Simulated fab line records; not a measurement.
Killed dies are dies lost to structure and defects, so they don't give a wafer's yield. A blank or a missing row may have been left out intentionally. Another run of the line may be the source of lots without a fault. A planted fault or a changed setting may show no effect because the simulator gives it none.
What tool caused it? -- flow nand-harc -- 69 wafers from 23 lots sampled at 6 of the route's 1159 steps

## WHAT EACH GAUGE READ, for each wafer
No reading from a measuring or inspecting step in the record can be judged against a usual standard deviation.

## WHAT TOOL EACH LOT RAN ON (gives the tool, then ch and the chambers of the sampled wafers, and finally the start)
lot,NHARC_A_CHANNEL_FILL_D1_CMP_10,NHARC_A_STAIRCASE_DEP_156,NHARC_A_STAIRCASE_TRIM_14,NHARC_A_STAIRCASE_TRIM_22,NHARC_A_STAIRCASE_DESCUM_186,NHARC_A_STAIRCASE_TRIM_189
L075,"cmp-03 ch 1,2,3, day 10 18:56","pecvd-01 ch 0,1,2, day 10 19:44","rie-diel-07 ch 0,1,2, day 11 02:29 or earlier","rie-diel-07 ch 0,1,3, day 11 02:29 or earlier","rie-diel-02 ch 1,2,3, day 11 02:29","rie-diel-02 ch 0,2,3, no start"
L074,"cmp-03 ch 0,2, day 11 00:34","pecvd-04 ch 0,2, day 11 01:34","rie-diel-02 ch 1,2,3, day 11 10:18 or earlier","rie-diel-07 ch 1,2, day 11 10:18 or earlier","rie-diel-07 ch 1,2, day 11 10:18","rie-diel-07 ch 1,2,3, no start"
L076,"cmp-01 ch 1,3, day 11 06:40","pecvd-04 ch 1,2, day 11 07:50","rie-diel-02 ch 1,2,3, day 11 15:17 or earlier","rie-diel-07 ch 1,2, day 11 15:17 or earlier","rie-diel-06 ch 0,2,3, day 11 15:17","rie-diel-06 ch 0,3, no start"
L078,"cmp-04 ch 0,1,3, day 11 06:42","pecvd-04 ch 0,1,2, day 11 07:40","rie-diel-07 ch 0,1,3, day 11 14:47 or earlier","rie-diel-07 ch 1,2,3, day 11 14:47 or earlier","rie-diel-07 ch 0,1,2, day 11 14:47","rie-diel-07 ch 0,1,2, no start"
L077,"cmp-04 ch 0,1,3, day 11 10:19","pecvd-04 ch 1,2, day 11 11:01","rie-diel-06 ch 0,1, day 11 17:51 or earlier","rie-diel-06 ch 0,3, day 11 17:51 or earlier","rie-diel-06 ch 0,1,3, day 11 17:51","rie-diel-06 ch 0,1, no start"
L079,"cmp-04 ch 0,2, day 11 16:51","pecvd-03 ch 1,2, day 11 17:53","rie-diel-06 ch 2,3, day 12 01:06 or earlier","rie-diel-06 ch 1,2,3, day 12 01:06 or earlier","rie-diel-02 ch 0,3, day 12 01:06","rie-diel-02 ch 0,3, no start"
L080,"cmp-03 ch 1,2, day 12 05:27","pecvd-04 ch 1,2, day 12 06:08","rie-diel-07 ch 1,3, day 12 13:17 or earlier","rie-diel-07 ch 1,3, day 12 13:17 or earlier","rie-diel-07 ch 1,3, day 12 13:17","rie-diel-07 ch 1,3, no start"
L081,"cmp-01 ch 0,1,3, day 12 05:29","pecvd-01 ch 0,1,2, day 12 06:08","rie-diel-07 ch 1,2, day 12 13:46 or earlier","rie-diel-02 ch 0,2,3, day 12 13:46 or earlier","rie-diel-06 ch 0,1,3, day 12 13:46","rie-diel-06 ch 0,2,3, no start"
L082,"cmp-03 ch 0,1,2, day 12 18:00","pecvd-04 ch 0,1,2, day 12 18:41","rie-diel-02 ch 0,2,3, day 13 02:57 or earlier","rie-diel-02 ch 2,3, day 13 02:57 or earlier","rie-diel-07 ch 2,3, day 13 02:57","rie-diel-07 ch 2,3, no start"
L084,"cmp-04 ch 0,3, day 13 01:39","pecvd-04 ch 0,2, day 13 02:22","rie-diel-07 ch 0,2,3, day 13 08:55 or earlier","rie-diel-06 ch 0,1,3, day 13 08:55 or earlier","rie-diel-07 ch 0,2,3, day 13 08:55","rie-diel-07 ch 0,1,2, no start"
L087,"cmp-04 ch 0,1,3, day 13 21:29","pecvd-03 ch 0,1,2, day 13 22:12","rie-diel-06 ch 0,1,3, day 14 05:09 or earlier","rie-diel-06 ch 1,2,3, day 14 05:09 or earlier","rie-diel-07 ch 0,1,3, day 14 05:09","rie-diel-07 ch 0,1,2, no start"
L086,"cmp-03 ch 1,2,3, day 13 21:29","pecvd-04 ch 0,1,2, day 13 22:22","rie-diel-06 ch 0,2,3, day 14 05:50 or earlier","rie-diel-02 ch 1,2,3, day 14 05:50 or earlier","rie-diel-06 ch 0,2,3, day 14 05:50","rie-diel-06 ch 0,2,3, no start"
L085,"cmp-01 ch 0,1,3, day 13 21:32","pecvd-01 ch 0,2, day 13 22:31","rie-diel-06 ch 1,3, day 14 07:07 or earlier","rie-diel-06 ch 1,3, day 14 07:07 or earlier","rie-diel-06 ch 0,1,2, day 14 07:07","rie-diel-06 ch 1,2,3, no start"
L088,"cmp-04 ch 0,1,3, day 14 09:07","pecvd-03 ch 0,2, day 14 09:48","rie-diel-02 ch 0,2,3, day 14 16:32 or earlier","rie-diel-02 ch 0,1,2, day 14 16:32 or earlier","rie-diel-06 ch 0,2,3, day 14 16:32","rie-diel-06 ch 1,2,3, no start"
L089,"cmp-04 ch 0,1, day 14 12:28","pecvd-01 ch 0,1,2, day 14 13:35","rie-diel-07 ch 0,2, day 14 21:23 or earlier","rie-diel-07 ch 2,3, day 14 21:23 or earlier","rie-diel-06 ch 0,1,2, day 14 21:23","rie-diel-06 ch 0,1,2, no start"
L090,"cmp-01 ch 0,1,2, day 14 12:28","pecvd-04 ch 0,1, day 14 13:44","rie-diel-07 ch 0,2,3, day 14 21:43 or earlier","rie-diel-07 ch 2,3, day 14 21:43 or earlier","rie-diel-07 ch 2,3, day 14 21:43","rie-diel-07 ch 0,2,3, no start"
L091,"cmp-03 ch 0,1,3, day 14 12:28","pecvd-01 ch 0,1,2, day 14 13:46","rie-diel-06 ch 1,2,3, day 14 22:21 or earlier","rie-diel-06 ch 0,1,2, day 14 22:21 or earlier","rie-diel-06 ch 1,2,3, day 14 22:21","rie-diel-06 ch 0,1,3, no start"
L092,"cmp-04 ch 0,2, day 15 05:55","pecvd-01 ch 0,1,2, day 15 06:36","rie-diel-02 ch 1,3, day 15 13:01 or earlier","rie-diel-06 ch 1,2,3, day 15 13:01 or earlier","rie-diel-02 ch 0,2, day 15 13:01","rie-diel-02 ch 0,2, no start"
L093,"cmp-04 ch 0,1,3, day 15 19:47","pecvd-01 ch 0,1,2, day 15 20:31","rie-diel-02 ch 1,2,3, day 16 04:49 or earlier","rie-diel-07 ch 2,3, day 16 04:49 or earlier","rie-diel-07 ch 1,3, day 16 04:49","rie-diel-07 ch 0,2,3, no start"
L095,"cmp-01 ch 0,1,3, day 15 19:49","pecvd-04 ch 0,1,2, day 15 20:28","rie-diel-02 ch 0,2,3, day 16 02:47 or earlier","rie-diel-06 ch 1,2,3, day 16 02:47 or earlier","rie-diel-02 ch 0,2,3, day 16 02:47","rie-diel-02 ch 1,2,3, no start"
L096,"cmp-01 ch 0,2,3, day 15 19:56","pecvd-03 ch 1,2, day 15 20:42","rie-diel-02 ch 0,1,2, day 16 04:23 or earlier","rie-diel-06 ch 0,2,3, day 16 04:23 or earlier","rie-diel-06 ch 1,2,3, day 16 04:23","rie-diel-06 ch 0,1,3, no start"
L094,"cmp-04 ch 0,2,3, day 15 23:47","pecvd-01 ch 0,2, day 16 00:26","rie-diel-07 ch 0,1,2, day 16 08:05 or earlier","rie-diel-06 ch 2,3, day 16 08:05 or earlier","rie-diel-07 ch 0,1,2, day 16 08:05","rie-diel-07 ch 0,3, no start"
L097,"cmp-01 ch 1,2, day 16 09:35","pecvd-04 ch 0,2, day 16 10:19","rie-diel-06 ch 0,2,3, day 16 17:08 or earlier","rie-diel-06 ch 0,1, day 16 17:08 or earlier","rie-diel-07 ch 0,1,2, day 16 17:08","rie-diel-07 ch 2,3, no start"
- NHARC_A_CHANNEL_FILL_D1_CMP_10: polishes, target thk 150 nm.
- NHARC_A_STAIRCASE_DEP_156: deposits SiNx, target thk 50 nm.
- NHARC_A_STAIRCASE_TRIM_14: chemistry O2, time 211.2 s.
- NHARC_A_STAIRCASE_TRIM_22: chemistry O2, time 211.2 s.
- NHARC_A_STAIRCASE_DESCUM_186: chemistry O2, time 3 s.
- NHARC_A_STAIRCASE_TRIM_189: chemistry O2, time 211.2 s.

## AS READ BY THE TOOLS THEMSELVES (means over the sampled wafers that have a number; for cases with no such wafer, the mark the record gives instead)
NHARC_A_CHANNEL_FILL_D1_CMP_10. Usual: motor-current-A 12.0 A, standard deviation 0.96; time-to-endpoint-s 15.9 s, standard deviation 2.1.
lot,tool,motor-current-A (A),time-to-endpoint-s (s),flag
L075,cmp-03,12.9,13.6,
L074,cmp-03,11.9,20.4,
L076,cmp-01,11.4,15.6,
L078,cmp-04,12.1,16.5,
L077,cmp-04,12.1,14.4,
L079,cmp-04,11.7,17.1,
L080,cmp-03,13.5,15.7,
L081,cmp-01,11.9,14.4,
L082,cmp-03,12.0,15.0,
L084,cmp-04,13.0,15.9,
L087,cmp-04,11.7,15.7,
L086,cmp-03,12.9,12.9,
L085,cmp-01,11.8,16.5,
L088,cmp-04,12.3,15.3,
L089,cmp-04,11.8,17.6,
L090,cmp-01,12.4,14.5,
L091,cmp-03,12.4,14.5,
L092,cmp-04,12.0,16.0,
L093,cmp-04,11.9,13.9,
L095,cmp-01,11.8,16.7,
L096,cmp-01,11.6,16.6,
L094,cmp-04,12.1,15.0,
L097,cmp-01,11.7,16.6,

NHARC_A_STAIRCASE_DEP_156. Usual: heater-power-w 771 W, standard deviation 64; rf-fwd-power-W 448.0 W, standard deviation 1.3.
lot,tool,heater-power-w (W),rf-fwd-power-W (W),flag
L075,pecvd-01,823,448.4,
L074,pecvd-04,797,448.6,
L076,pecvd-04,790,447.6,
L078,pecvd-04,723,447.1,
L077,pecvd-04,736,447.3,
L079,pecvd-03,674,448.2,
L080,pecvd-04,809,447.7,
L081,pecvd-01,802,448.0,
L082,pecvd-04,754,447.2,
L084,pecvd-04,746,447.8,
L087,pecvd-03,755,447.3,
L086,pecvd-04,768,448.9,
L085,pecvd-01,878,448.4,
L088,pecvd-03,763,447.2,
L089,pecvd-01,824,448.6,
L090,pecvd-04,757,447.6,
L091,pecvd-01,775,447.8,
L092,pecvd-01,826,447.6,
L093,pecvd-01,805,447.0,
L095,pecvd-04,722,447.5,
L096,pecvd-03,729,449.2,
L094,pecvd-01,828,449.6,
L097,pecvd-04,713,446.5,

NHARC_A_STAIRCASE_TRIM_14. Usual: drypump-motor-current-A 5.5 A, standard deviation 0.38; oes-product-au 1.000 a.u., standard deviation 0.0069; rf-vpp-V 58.2 V, standard deviation 0.89; showerhead-plenum-p-Torr 3.61 Torr, standard deviation 0.13; throttle-valve-pct 17.035 %, standard deviation 0.0092.
lot,tool,drypump-motor-current-A (A),oes-product-au (a.u.),rf-vpp-V (V),showerhead-plenum-p-Torr (Torr),throttle-valve-pct (%),flag
L075,rie-diel-07,5.7,1.001,57.9,3.63,17.040,
L074,rie-diel-02,5.6,1.002,57.9,3.60,17.033,
L076,rie-diel-02,5.6,1.003,58.7,3.60,17.037,
L078,rie-diel-07,5.6,1.003,58.2,3.59,17.038,
L077,rie-diel-06,5.1,1.001,57.5,3.66,17.030,
L079,rie-diel-06,5.1,1.005,58.5,3.77,17.045,
L080,rie-diel-07,5.5,1.001,58.4,3.55,17.040,
L081,rie-diel-07,5.6,1.003,58.1,3.58,17.034,
L082,rie-diel-02,5.7,1.001,58.0,3.61,17.031,
L084,rie-diel-07,5.6,1.006,58.5,3.61,17.050,
L087,rie-diel-06,5.0,1.009,58.6,3.67,17.036,
L086,rie-diel-06,5.0,1.004,58.4,3.74,17.028,
L085,rie-diel-06,4.9,0.999,57.7,3.69,17.033,
L088,rie-diel-02,5.7,0.989,58.0,3.60,17.043,
L089,rie-diel-07,5.7,1.003,57.9,3.64,17.042,
L090,rie-diel-07,5.6,0.999,57.9,3.60,17.033,
L091,rie-diel-06,5.1,0.998,57.8,3.69,17.042,
L092,rie-diel-02,5.7,0.994,58.1,3.43,17.032,
L093,rie-diel-02,5.6,0.988,58.8,3.58,17.045,
L095,rie-diel-02,5.7,1.003,58.2,3.60,17.038,
L096,rie-diel-02,5.5,1.002,58.2,3.50,17.043,
L094,rie-diel-07,5.6,0.996,58.0,3.60,17.032,
L097,rie-diel-06,5.0,1.001,59.5,3.73,17.031,

NHARC_A_STAIRCASE_TRIM_22. Usual: drypump-motor-current-A 5.3 A, standard deviation 0.37; oes-product-au 1.001 a.u., standard deviation 0.0075; rf-vpp-V 58.0 V, standard deviation 0.84; showerhead-plenum-p-Torr 3.64 Torr, standard deviation 0.11; throttle-valve-pct 17.037 %, standard deviation 0.0096.
lot,tool,drypump-motor-current-A (A),oes-product-au (a.u.),rf-vpp-V (V),showerhead-plenum-p-Torr (Torr),throttle-valve-pct (%),flag
L075,rie-diel-07,5.6,1.005,57.5,3.60,17.043,
L074,rie-diel-07,5.6,0.989,58.2,3.58,17.031,
L076,rie-diel-07,5.6,0.995,57.7,3.61,17.037,
L078,rie-diel-07,5.6,0.998,57.3,3.58,17.037,
L077,rie-diel-06,4.9,0.999,58.4,3.73,17.044,
L079,rie-diel-06,5.1,1.002,58.2,3.70,17.033,
L080,rie-diel-07,5.5,1.006,58.2,3.55,17.027,
L081,rie-diel-02,5.7,0.995,58.0,3.61,17.033,
L082,rie-diel-02,5.8,1.005,58.0,3.68,17.025,
L084,rie-diel-06,5.0,1.001,58.2,3.67,17.040,
L087,rie-diel-06,5.1,0.999,58.5,3.69,17.047,
L086,rie-diel-02,5.6,1.003,58.4,3.59,17.040,
L085,rie-diel-06,4.9,0.995,58.1,3.69,17.052,
L088,rie-diel-02,5.5,0.998,57.9,3.50,17.034,
L089,rie-diel-07,5.5,1.003,56.9,3.56,17.043,
L090,rie-diel-07,5.6,1.002,57.9,3.59,17.037,
L091,rie-diel-06,5.2,1.008,58.3,3.67,17.029,
L092,rie-diel-06,5.1,1.007,58.0,3.68,17.037,
L093,rie-diel-07,5.5,1.008,57.4,3.55,17.030,
L095,rie-diel-06,5.1,1.008,57.9,3.68,17.041,
L096,rie-diel-06,5.0,1.002,57.7,3.73,17.037,
L094,rie-diel-06,5.1,1.010,58.4,3.75,17.042,
L097,rie-diel-06,5.1,0.998,58.1,3.64,17.032,

NHARC_A_STAIRCASE_DESCUM_186. Usual: drypump-motor-current-A 5.4 A, standard deviation 0.36; oes-product-au 1.001 a.u., standard deviation 0.0072; rf-vpp-V 58.0 V, standard deviation 0.85; showerhead-plenum-p-Torr 1.97 Torr, standard deviation 0.065; throttle-valve-pct 11.311 %, standard deviation 0.0085.
lot,tool,drypump-motor-current-A (A),oes-product-au (a.u.),rf-vpp-V (V),showerhead-plenum-p-Torr (Torr),throttle-valve-pct (%),flag
L075,rie-diel-02,5.6,1.006,57.1,1.96,11.304,
L074,rie-diel-07,5.6,1.000,57.8,1.94,11.313,
L076,rie-diel-06,5.0,1.008,57.9,2.04,11.307,
L078,rie-diel-07,5.6,0.990,57.8,1.96,11.312,
L077,rie-diel-06,5.0,1.011,57.8,2.00,11.315,
L079,rie-diel-02,5.9,0.999,58.1,1.89,11.309,
L080,rie-diel-07,5.6,1.001,58.5,1.93,11.306,
L081,rie-diel-06,5.0,1.004,57.7,2.00,11.308,
L082,rie-diel-07,5.6,1.000,57.8,1.95,11.311,
L084,rie-diel-07,5.6,1.004,57.8,1.96,11.308,
L087,rie-diel-07,5.6,0.996,58.6,1.94,11.315,
L086,rie-diel-06,5.0,1.006,58.9,2.04,11.311,
L085,rie-diel-06,5.2,0.996,58.1,2.00,11.309,
L088,rie-diel-06,5.0,1.002,58.2,2.04,11.309,
L089,rie-diel-06,5.2,1.006,57.5,1.99,11.303,
L090,rie-diel-07,5.5,0.996,58.1,1.93,11.309,
L091,rie-diel-06,5.1,1.000,58.5,2.01,11.304,
L092,rie-diel-02,5.6,1.010,58.0,1.91,11.312,
L093,rie-diel-07,5.5,1.011,58.3,1.91,11.307,
L095,rie-diel-02,5.7,1.000,58.8,1.95,11.317,
L096,rie-diel-06,5.1,0.999,57.0,2.00,11.313,
L094,rie-diel-07,5.6,0.998,58.1,1.95,11.315,
L097,rie-diel-07,5.6,1.001,56.9,1.95,11.312,

NHARC_A_STAIRCASE_TRIM_189. Usual: drypump-motor-current-A 5.4 A, standard deviation 0.34; oes-product-au 1.002 a.u., standard deviation 0.0069; rf-vpp-V 58.1 V, standard deviation 0.84; showerhead-plenum-p-Torr 3.62 Torr, standard deviation 0.12; throttle-valve-pct 17.036 %, standard deviation 0.009.
lot,tool,drypump-motor-current-A (A),oes-product-au (a.u.),rf-vpp-V (V),showerhead-plenum-p-Torr (Torr),throttle-valve-pct (%),flag
L075,rie-diel-02,5.7,1.003,57.5,3.62,17.036,
L074,rie-diel-07,5.6,1.009,57.5,3.58,17.035,
L076,rie-diel-06,4.9,1.000,58.7,3.73,17.034,
L078,rie-diel-07,5.6,1.005,58.1,3.62,17.034,
L077,rie-diel-06,5.2,1.008,57.8,3.61,17.044,
L079,rie-diel-02,6.0,0.992,58.6,3.56,17.026,
L080,rie-diel-07,5.6,1.003,58.5,3.55,17.030,
L081,rie-diel-06,5.0,0.991,59.2,3.75,17.025,
L082,rie-diel-07,5.5,0.999,58.6,3.57,17.035,
L084,rie-diel-07,5.6,0.992,57.3,3.61,17.046,
L087,rie-diel-07,5.6,0.994,57.6,3.61,17.033,
L086,rie-diel-06,5.0,1.003,59.0,3.74,17.035,
L085,rie-diel-06,5.1,1.005,59.0,3.69,17.046,
L088,rie-diel-06,5.1,1.002,58.2,3.69,17.039,
L089,rie-diel-06,5.2,1.004,58.1,3.67,17.035,
L090,rie-diel-07,5.6,1.005,57.2,3.60,17.039,
L091,rie-diel-06,5.0,1.007,57.9,3.67,17.037,
L092,rie-diel-02,5.4,1.007,58.2,3.65,17.034,
L093,rie-diel-07,5.6,1.002,57.3,3.59,17.041,
L095,rie-diel-02,5.6,1.001,57.9,3.58,17.033,
L096,rie-diel-06,5.0,1.002,57.9,3.66,17.031,
L094,rie-diel-07,5.6,0.998,58.0,3.60,17.038,
L097,rie-diel-07,5.6,1.008,58.8,3.58,17.031,

## THE ANSWER, worked out from the rows above alone
Rule: a lot is off if the mean of its wafers that have a number lies more than 3 standard deviations from the usual mean. Also off: a lot with no number at a reading for which 4 or more lots have one. Any other lot the step has rows for is counted as sound. After the gauges, taken in route order, come the tools' own readings; for these a lot's mean is taken, as printed above. The first step at which some lot is off is used, and at that step the reading that is off furthest; a lot without a number counts as furthest.
None of the lots is off at any reading shown; this tells nothing.

## WHAT THE SIMULATOR HAD PUT IN
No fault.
